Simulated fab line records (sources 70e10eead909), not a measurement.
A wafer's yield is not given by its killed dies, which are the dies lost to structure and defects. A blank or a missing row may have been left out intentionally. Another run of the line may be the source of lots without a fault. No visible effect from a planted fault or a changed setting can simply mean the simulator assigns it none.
What tool caused it?    flow nand-harc    24 lots, 72 wafers sampled, at 5 steps of a route of 1302

## WHAT THE GAUGES SHOWED, per wafer
NHARC_P_ZERO_WELL_CD_MEAS_52 targets a cd of 2000 nm.
lot   measured      on         cd-nm (nm)
L074  day 2 02:06   cd-sem-01  2000.8 2003.1 1999.7
L075  day 2 13:19   cd-sem-01  2001.7 2001.9 2000.0
L076  day 2 21:52   cd-sem-01  1999.1 2003.5 1999.4
L077  day 3 07:49   cd-sem-01  2000.9 1998.4 1999.3
L078  day 3 18:59   cd-sem-01  1996.4 1996.9 1998.3
L079  day 4 03:29   cd-sem-03  2000.6 1996.7 2001.8
L080  day 4 13:52   cd-sem-03  2002.6 2003.0 1997.4
L081  day 4 23:46   cd-sem-02  1997.6 2001.8 2001.4
L082  day 5 10:46   cd-sem-01  2002.9 2000.2 2000.8
L083  day 5 19:43   cd-sem-02  2001.2 2003.1 1998.6
L084  day 6 05:39   cd-sem-03  1999.9 2001.0 1998.0
L085  day 6 15:28   cd-sem-01  1998.1 1995.1 2000.6
L086  day 7 01:32   cd-sem-03  2001.2 2001.5 1999.8
L087  day 7 13:25   cd-sem-01  2001.6 2000.6 1997.2
L088  day 7 21:47   cd-sem-01  1995.8 1995.4 2000.9
L089  day 8 08:50   cd-sem-02  1997.9 1997.4 1999.1
L090  day 8 20:20   cd-sem-02  1999.1 1996.6 1995.7
L091  day 9 03:38   cd-sem-01  1995.9 1998.6 1996.3
L092  day 9 13:46   cd-sem-03  1998.6 2002.1 1997.7
L093  day 10 00:46  cd-sem-02  2002.4 2002.5 1999.2
L094  day 10 09:52  cd-sem-03  1997.2 1997.8 2000.8
L095  day 10 19:55  cd-sem-02  2004.5 1998.3 1999.7
L096  day 11 05:53  cd-sem-03  2003.5 2000.0 2001.2
L097  day 11 16:02  cd-sem-03  2003.5 2003.1 1998.8

NHARC_P_GATE_CD_MEAS_11 targets a cd of 1640 nm.
lot   measured      on         cd-nm (nm)
L074  day 4 13:44   cd-sem-02  1637.4 1642.5 1638.5
L075  day 4 21:06   cd-sem-03  1641.6 1636.8 1638.8
L076  day 5 10:23   cd-sem-03  1639.5 1640.3 1639.5
L077  day 5 10:13   cd-sem-01  1645.3 1642.3 1647.8
L078  day 6 07:19   cd-sem-02  1642.9 1635.2 1640.1
L079  day 6 07:16   cd-sem-01  1640.0 1641.8 1641.5
L080  day 6 20:50   cd-sem-03  1637.6 1638.4 1639.9
L081  day 7 11:41   cd-sem-03  1646.7 1640.3 1645.9
L082  day 7 16:07   cd-sem-02  1639.4 1636.9 1644.7
L083  day 8 03:54   cd-sem-02  1639.7 1638.9 1641.7
L084  day 8 11:10   cd-sem-02  1646.9 1642.7 1646.0
L085  day 8 19:31   cd-sem-03  1638.9 1640.9 1638.8
L086  day 9 08:23   cd-sem-02  1642.5 1637.2 1645.3
L087  day 9 17:22   cd-sem-03  1641.8 1645.5 1644.6
L088  day 10 10:56  cd-sem-01  1641.5 1640.4 1639.6
L089  day 10 11:06  cd-sem-01  1647.4 1643.0 1645.6
L090  day 11 08:38  cd-sem-02  1642.9 1638.6 1639.4
L091  day 11 11:58  cd-sem-01  1638.8 1636.7 1639.5
L092  day 11 19:35  cd-sem-02  1639.3 1637.7 1638.7
L093  day 12 09:31  cd-sem-02  1635.4 1637.5 1642.1
L094  day 12 14:58  cd-sem-03  1637.3 1641.5 1638.5
L095  day 13 07:47  cd-sem-02  1643.6 1640.9 1640.5
L096  day 13 12:47  cd-sem-02  1636.1 1638.6 1641.4
L097  day 14 03:10  cd-sem-02  1637.6 1643.0 1641.6

## WHAT TOOL EACH LOT RAN ON (gives the tool, then ch and the chambers of the sampled wafers, and finally the start)
lot   NHARC_P_ZERO_WELL_ETCH_65           NHARC_P_ZERO_WELL_DESCUM_39         NHARC_P_STI_DESCUM_14
L074  rie-diel-09 ch 0,1,3, day 1 21:39   rie-diel-09 ch 0,2,3, day 2 00:37   rie-diel-06 ch 0,2,3, day 2 21:40
L075  rie-diel-13 ch 0,2,3, day 2 08:47   rie-diel-04 ch 1,3, day 2 11:50     rie-diel-06 ch 0,1,3, day 3 08:33
L076  rie-diel-04 ch 0,3, day 2 17:29     rie-diel-13 ch 0,2, day 2 20:23     rie-diel-11 ch 0,1,2, day 3 17:22
L077  rie-diel-13 ch 1,2,3, day 3 03:32   rie-diel-04 ch 0,2,3, day 3 06:20   rie-diel-06 ch 0,2,3, day 4 01:04
L078  rie-diel-09 ch 1,2,3, day 3 13:30   rie-diel-09 ch 0,3, day 3 17:30     rie-diel-11 ch 0,1,2, day 4 16:25
L079  rie-diel-04 ch 0,3, day 3 23:22     rie-diel-04 ch 0,1,2, day 4 02:10   rie-diel-06 ch 0,2, day 4 21:56
L080  rie-diel-04 ch 0,2,3, day 4 09:28   rie-diel-09 ch 0,1,2, day 4 12:23   rie-diel-11 ch 1,3, day 5 06:39
L081  rie-diel-09 ch 0,1,3, day 4 19:31   rie-diel-09 ch 0,2, day 4 22:17     rie-diel-11 ch 1,3, day 5 18:19
L082  rie-diel-09 ch 0,3, day 5 05:41     rie-diel-04 ch 0,1,2, day 5 09:18   rie-diel-11 ch 0,1,2, day 6 03:44
L083  rie-diel-04 ch 0,2,3, day 5 15:28   rie-diel-13 ch 0,1,3, day 5 18:16   rie-diel-11 ch 1,2,3, day 6 14:26
L084  rie-diel-09 ch 0,2,3, day 6 01:30   rie-diel-04 ch 1,2, day 6 04:17     rie-diel-10 ch 1,2,3, day 6 22:23
L085  rie-diel-04 ch 0,1, day 6 11:22     rie-diel-04 ch 0,1,2, day 6 14:02   rie-diel-11 ch 0,3, day 7 08:00
L086  rie-diel-09 ch 0,3, day 6 21:29     rie-diel-04 ch 0,1,3, day 7 00:11   rie-diel-06 ch 1,2, day 7 18:29
L087  rie-diel-04 ch 0,1,3, day 7 07:30   rie-diel-09 ch 2,3, day 7 10:17     rie-diel-06 ch 0,1,2, day 8 06:15
L088  rie-diel-13 ch 0,1,3, day 7 17:29   rie-diel-04 ch 0,1,2, day 7 20:27   rie-diel-11 ch 2,3, day 8 14:31
L089  rie-diel-09 ch 2,3, day 8 04:31     rie-diel-13 ch 1,2,3, day 8 07:30   rie-diel-11 ch 2,3, day 9 02:19
L090  rie-diel-09 ch 0,1,3, day 8 15:31   rie-diel-13 ch 0,1,2, day 8 18:59   rie-diel-10 ch 0,1,2, day 9 15:37
L091  rie-diel-04 ch 1,2,3, day 8 23:22   rie-diel-13 ch 1,2, day 9 02:17     rie-diel-10 ch 0,1,3, day 9 20:50
L092  rie-diel-09 ch 0,3, day 9 09:24     rie-diel-09 ch 0,2,3, day 9 12:20   rie-diel-10 ch 0,1,3, day 10 06:45
L093  rie-diel-13 ch 0,1,3, day 9 19:31   rie-diel-09 ch 2,3, day 9 23:17     rie-diel-10 ch 0,1,2, day 10 19:17
L094  rie-diel-09 ch 0,1,3, day 10 05:34  rie-diel-13 ch 2,3, day 10 08:23    rie-diel-06 ch 1,2, day 11 03:38
L095  rie-diel-04 ch 0,1,2, day 10 15:29  rie-diel-09 ch 2,3, day 10 18:25    rie-diel-10 ch 0,2,3, day 11 16:40
L096  rie-diel-09 ch 0,1,3, day 11 01:29  rie-diel-13 ch 1,2,3, day 11 04:25  rie-diel-11 ch 0,1,3, day 12 00:44
L097  rie-diel-13 ch 0,2,3, day 11 11:31  rie-diel-13 ch 1,2, day 11 14:34    rie-diel-11 ch 1,2, day 12 13:38
- NHARC_P_ZERO_WELL_ETCH_65: etches the open film in N2/H2, target depth 80 nm, overetch 24 nm, time 87.88 s.
- NHARC_P_ZERO_WELL_DESCUM_39: chemistry O2, time 3 s.
- NHARC_P_STI_DESCUM_14: chemistry O2, time 3 s.

## AS READ BY THE TOOLS THEMSELVES (means over the sampled wafers that have a number; for cases with no such wafer, the mark the record gives instead)
NHARC_P_ZERO_WELL_ETCH_65.
lot   tool         chamber-pressure-mTorr (mTorr)  drypump-motor-current-A (A)  oes-product-au (a.u.)  rf-vpp-V (V)  showerhead-plenum-p-Torr (Torr)  throttle-valve-pct (%)
L074  rie-diel-09  29.978                          5.7                          0.995                  429           1.97                             14.162
L075  rie-diel-13  29.999                          5.3                          1.008                  434           2.15                             14.170
L076  rie-diel-04  29.985                          6.0                          1.013                  432           2.06                             14.176
L077  rie-diel-13  30.009                          5.4                          0.993                  432           2.11                             14.180
L078  rie-diel-09  30.016                          5.8                          0.998                  431           2.06                             14.176
L079  rie-diel-04  30.010                          5.9                          1.008                  433           2.13                             14.161
L080  rie-diel-04  30.022                          5.8                          1.009                  431           2.04                             14.170
L081  rie-diel-09  30.025                          5.8                          1.000                  428           1.96                             14.169
L082  rie-diel-09  29.969                          5.6                          1.006                  429           1.97                             14.164
L083  rie-diel-04  29.990                          5.8                          1.015                  430           2.03                             14.173
L084  rie-diel-09  30.015                          5.9                          1.001                  429           2.01                             14.169
L085  rie-diel-04  30.000                          5.5                          1.007                  432           2.09                             14.169
L086  rie-diel-09  30.033                          5.6                          1.006                  428           1.96                             14.174
L087  rie-diel-04  29.989                          5.8                          1.009                  432           2.07                             14.164
L088  rie-diel-13  30.030                          5.6                          1.014                  432           2.07                             14.175
L089  rie-diel-09  29.993                          5.9                          1.010                  432           2.10                             14.170
L090  rie-diel-09  29.992                          5.8                          1.002                  431           2.07                             14.168
L091  rie-diel-04  29.983                          5.7                          0.987                  429           1.97                             14.166
L092  rie-diel-09  29.972                          5.8                          1.007                  434           2.14                             14.169
L093  rie-diel-13  30.014                          5.6                          1.003                  431           2.06                             14.171
L094  rie-diel-09  30.011                          5.8                          1.013                  432           2.06                             14.178
L095  rie-diel-04  30.019                          5.6                          1.000                  431           2.04                             14.170
L096  rie-diel-09  29.971                          5.8                          1.007                  431           2.06                             14.169
L097  rie-diel-13  29.982                          5.3                          1.007                  433           2.12                             14.161

NHARC_P_ZERO_WELL_DESCUM_39.
lot   tool         chamber-pressure-mTorr (mTorr)  drypump-motor-current-A (A)  oes-product-au (a.u.)  rf-vpp-V (V)  showerhead-plenum-p-Torr (Torr)  throttle-valve-pct (%)
L074  rie-diel-09  59.99                           5.9                          0.996                  57.8          1.90                             11.306
L075  rie-diel-04  60.03                           6.0                          1.010                  57.6          1.88                             11.314
L076  rie-diel-13  59.99                           5.3                          0.997                  57.3          2.00                             11.310
L077  rie-diel-04  59.99                           5.8                          1.011                  58.1          1.91                             11.314
L078  rie-diel-09  60.00                           5.8                          1.003                  57.2          1.81                             11.311
L079  rie-diel-04  59.98                           5.6                          0.992                  58.0          1.93                             11.309
L080  rie-diel-09  60.02                           6.1                          0.993                  58.2          1.88                             11.314
L081  rie-diel-09  60.02                           6.1                          0.995                  58.1          1.93                             11.318
L082  rie-diel-04  59.99                           5.6                          1.005                  57.7          1.93                             11.315
L083  rie-diel-13  60.03                           5.5                          1.011                  58.1          1.94                             11.315
L084  rie-diel-04  60.05                           5.5                          1.007                  56.4          1.85                             11.315
L085  rie-diel-04  59.99                           5.6                          1.019                  57.7          1.93                             11.311
L086  rie-diel-04  59.99                           5.8                          1.007                  57.8          1.94                             11.308
L087  rie-diel-09  60.00                           5.9                          1.004                  57.9          1.97                             11.316
L088  rie-diel-04  59.95                           5.6                          1.006                  58.1          1.92                             11.307
L089  rie-diel-13  60.01                           5.4                          1.009                  58.0          1.96                             11.313
L090  rie-diel-13  60.05                           5.6                          1.005                  57.8          1.92                             11.317
L091  rie-diel-13  59.95                           5.4                          1.009                  59.1          1.94                             11.305
L092  rie-diel-09  60.01                           5.8                          1.004                  58.6          1.98                             11.305
L093  rie-diel-09  59.97                           5.6                          1.011                  57.6          1.92                             11.310
L094  rie-diel-13  60.02                           5.2                          1.004                  58.3          2.03                             11.307
L095  rie-diel-09  59.94                           5.7                          1.014                  57.1          1.92                             11.323
L096  rie-diel-13  59.94                           5.4                          1.005                  57.1          1.96                             11.307
L097  rie-diel-13  59.97                           5.7                          1.006                  57.9          1.88                             11.306

NHARC_P_STI_DESCUM_14.
lot   tool         chamber-pressure-mTorr (mTorr)  drypump-motor-current-A (A)  oes-product-au (a.u.)  rf-vpp-V (V)  showerhead-plenum-p-Torr (Torr)  throttle-valve-pct (%)
L074  rie-diel-06  60.04                           5.5                          0.998                  58.0          1.90                             11.310
L075  rie-diel-06  60.01                           5.4                          0.993                  57.6          1.92                             11.306
L076  rie-diel-11  60.04                           5.6                          0.995                  57.5          1.92                             11.313
L077  rie-diel-06  60.01                           5.5                          0.991                  57.8          1.90                             11.307
L078  rie-diel-11  60.02                           5.6                          0.993                  58.3          1.92                             11.316
L079  rie-diel-06  59.92                           5.8                          0.974                  58.2          1.91                             11.311
L080  rie-diel-11  59.97                           5.7                          0.997                  57.2          1.92                             11.307
L081  rie-diel-11  60.00                           6.0                          1.003                  58.0          2.00                             11.318
L082  rie-diel-11  60.00                           5.6                          0.997                  57.7          1.92                             11.299
L083  rie-diel-11  60.01                           6.0                          0.991                  56.9          1.95                             11.311
L084  rie-diel-10  59.99                           5.3                          0.991                  58.0          1.92                             11.315
L085  rie-diel-11  59.95                           5.5                          0.995                  57.4          2.01                             11.309
L086  rie-diel-06  60.03                           5.9                          0.990                  57.7          1.88                             11.308
L087  rie-diel-06  60.03                           5.7                          0.995                  58.6          1.93                             11.314
L088  rie-diel-11  60.00                           6.2                          1.005                  58.3          1.98                             11.317
L089  rie-diel-11  60.00                           6.3                          0.992                  58.6          1.98                             11.307
L090  rie-diel-10  60.00                           5.3                          0.993                  58.7          1.95                             11.306
L091  rie-diel-10  60.04                           5.7                          1.004                  58.0          1.97                             11.314
L092  rie-diel-10  60.05                           5.6                          0.997                  58.0          1.97                             11.313
L093  rie-diel-10  60.03                           5.3                          0.999                  57.9          1.95                             11.313
L094  rie-diel-06  60.06                           5.9                          0.994                  57.7          1.88                             11.319
L095  rie-diel-10  59.96                           5.4                          1.003                  57.6          1.93                             11.311
L096  rie-diel-11  60.06                           5.6                          0.995                  56.6          1.96                             11.308
L097  rie-diel-11  60.03                           5.7                          0.984                  58.5          1.87                             11.318

## THE ANSWER, worked out from the rows above alone
Rule: the usual values come from the lots themselves. Put in order of their means at a reading, lots are off if they are a third of the lots or fewer, leave a main group of 4 or more, and stand apart from it by a gap of 3 or more times the standard deviation of the main group's means; of several such gaps the widest counts. If all means in a main group match to the digits the tables above print for the reading, that group is not used. Also off: a lot with no number at a reading for which 4 or more lots have one. Where the step has rows for the other lots, those lots are counted as sound. First the gauges in route order, then the tools' own readings, where a lot's mean is used as printed above. At the first step where some lot is off, the reading lying furthest off is the one used; lots without a number count as furthest.
Across all readings shown, no lot is off: no conclusion can be drawn from this.

## WHAT THE SIMULATOR PUT IN
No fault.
